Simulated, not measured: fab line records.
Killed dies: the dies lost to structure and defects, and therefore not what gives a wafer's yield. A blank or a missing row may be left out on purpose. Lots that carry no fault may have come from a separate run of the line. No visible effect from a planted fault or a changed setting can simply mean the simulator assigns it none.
Which tool is to blame? | flow n5 finfet | Sampling: 12 lots, 36 wafers, 4 of 1938 route steps

== WHAT THE GAUGES SHOWED, per wafer ==
Not one reading of a measure or inspect step in the record can be checked against a usual standard deviation.

== WHAT TOOL EACH LOT RAN ON (gives the tool, then ch and the chambers of the sampled wafers, and finally the start) ==
lot  | N5_BEOL_M9_PRE_CLEAN_45      | N5_BEOL_M9_SURFACE_TREAT_79  | N5_BEOL_M10_PECVD_70            | N5_BEOL_M10_COAT_59
L966 | pvd sputter-02, day 9 23:33  | pvd sputter-02, day 9 23:59  | pecvd-03 ch 0,1, day 10 02:31   | litho track-03 ch 0, day 10 02:42
L967 | pvd sputter-03, day 10 02:33 | pvd sputter-01, day 10 02:55 | pecvd-04 ch 0,1, day 10 04:53   | litho track-01 ch 0, day 10 06:12
L969 | pvd sputter-01, day 10 15:26 | pvd sputter-02, day 10 15:51 | pecvd-01 ch 1,2, day 10 19:18   | litho track-01 ch 0, day 10 20:58
L968 | pvd sputter-02, day 10 15:49 | pvd sputter-01, day 10 17:35 | pecvd-04 ch 0,2, day 10 19:51   | litho track-02 ch 0, day 10 21:04
L970 | pvd sputter-03, day 10 18:04 | pvd sputter-02, day 10 18:29 | pecvd-04 ch 1,2, day 10 20:46   | litho track-01 ch 0, day 10 21:33
L971 | pvd sputter-03, day 10 23:35 | pvd sputter-01, day 11 00:06 | pecvd-04 ch 0,1, day 11 03:35   | litho track-01 ch 0, day 11 06:01
L973 | pvd sputter-01, day 11 16:28 | pvd sputter-01, day 11 17:01 | pecvd-01 ch 0,1, day 11 19:10   | litho track-01 ch 0, day 11 20:49
L979 | pvd sputter-01, day 13 01:47 | pvd sputter-02, day 13 02:33 | pecvd-03 ch 0,1, day 13 04:47   | litho track-03 ch 0, day 13 05:22
L983 | pvd sputter-01, day 15 02:49 | pvd sputter-01, day 15 03:13 | pecvd-04 ch 0,1,2, day 15 05:25 | litho track-01 ch 0, day 15 06:13
L984 | pvd sputter-01, day 15 03:20 | pvd sputter-01, day 15 03:49 | pecvd-03 ch 0,2, day 15 07:11   | litho track-01 ch 0, day 15 09:11
L985 | pvd sputter-01, day 15 03:37 | pvd sputter-02, day 15 05:21 | pecvd-01 ch 0,2, day 15 07:40   | litho track-02 ch 0, day 15 09:38
L987 | pvd sputter-01, day 16 05:40 | pvd sputter-02, day 16 06:07 | pecvd-01 ch 0,2, day 16 08:22   | litho track-03 ch 0, day 16 09:16
- N5_BEOL_M9_PRE_CLEAN_45: time 30 s.
- N5_BEOL_M9_SURFACE_TREAT_79
- N5_BEOL_M10_PECVD_70: deposits SiO2 from TEOS/O2, target thk 20 nm, time 22.7 s.
- N5_BEOL_M10_COAT_59: time 60 s, resist thk 100 nm.

== AS READ BY THE TOOLS THEMSELVES (means over the sampled wafers that have a number; for cases with no such wafer, the mark the record gives instead) ==
N5_BEOL_M9_PRE_CLEAN_45.
lot  | tool           | heater power w (W)
L966 | pvd sputter-02 | 328
L967 | pvd sputter-03 | 352
L969 | pvd sputter-01 | 361
L968 | pvd sputter-02 | 323
L970 | pvd sputter-03 | 305
L971 | pvd sputter-03 | 302
L973 | pvd sputter-01 | 347
L979 | pvd sputter-01 | 364
L983 | pvd sputter-01 | 371
L984 | pvd sputter-01 | 376
L985 | pvd sputter-01 | 355
L987 | pvd sputter-01 | 372

N5_BEOL_M10_PECVD_70.
lot  | tool     | heater power w (W) | showerhead plenum p Torr (Torr) | throttle valve pct (%)
L966 | pecvd-03 | 627                | 8.80                            | 23.5
L967 | pecvd-04 | 550                | 8.76                            | 21.3
L969 | pecvd-01 | 922                | 8.85                            | 23.2
L968 | pecvd-04 | 609                | 8.81                            | 20.8
L970 | pecvd-04 | 672                | 8.73                            | 21.3
L971 | pecvd-04 | 627                | 8.73                            | 21.5
L973 | pecvd-01 | 851                | 8.87                            | 23.2
L979 | pecvd-03 | 643                | 8.81                            | 23.3
L983 | pecvd-04 | 616                | 8.77                            | 21.3
L984 | pecvd-03 | 597                | 8.77                            | 22.3
L985 | pecvd-01 | 721                | 8.72                            | 21.8
L987 | pecvd-01 | 734                | 8.73                            | 21.9

N5_BEOL_M10_COAT_59.
lot  | tool           | spin speed rpm (rpm)
L966 | litho track-03 | 1499.4
L967 | litho track-01 | 1499.3
L969 | litho track-01 | 1498.4
L968 | litho track-02 | 1498.6
L970 | litho track-01 | 1314.6
L971 | litho track-01 | 1315.0
L973 | litho track-01 | 1314.6
L979 | litho track-03 | 1499.4
L983 | litho track-01 | 1500.9
L984 | litho track-01 | 1499.7
L985 | litho track-02 | 1499.4
L987 | litho track-03 | 1500.9

== THE ANSWER, worked out from the rows above alone ==
Rule: usual is defined by the lots themselves. The widest of any qualifying gaps counts: lots, ordered by their means at a reading, are off when they make up no more than a third of the lots, leave a main group of 4 or more, and stand apart from it by 3 or more times the standard deviation of that group's means. A main group is skipped when, at the precision printed for the reading in the tables above, its means are all equal. A lot without any number at a reading at which 4 lots or more have one is off too. The other lots that the step has rows for count as sound. First the gauges in route order, then the tools' own readings, where a lot's mean is used as printed above. At the first step where some lot is off, the reading lying furthest off is the one used; lots without a number count as furthest.
Off: L970, L971, L973 (N5_BEOL_M10_COAT_59, spin speed rpm). The main group: mean 1499.6 rpm, standard deviation 0.82.
If a tool, at that step or one of the process steps before it, ran each lot that is off and ran no sound lot following the first of them, it fits. None of those tried fits.

== WHAT HAD BEEN PUT IN BY THE SIMULATOR ==
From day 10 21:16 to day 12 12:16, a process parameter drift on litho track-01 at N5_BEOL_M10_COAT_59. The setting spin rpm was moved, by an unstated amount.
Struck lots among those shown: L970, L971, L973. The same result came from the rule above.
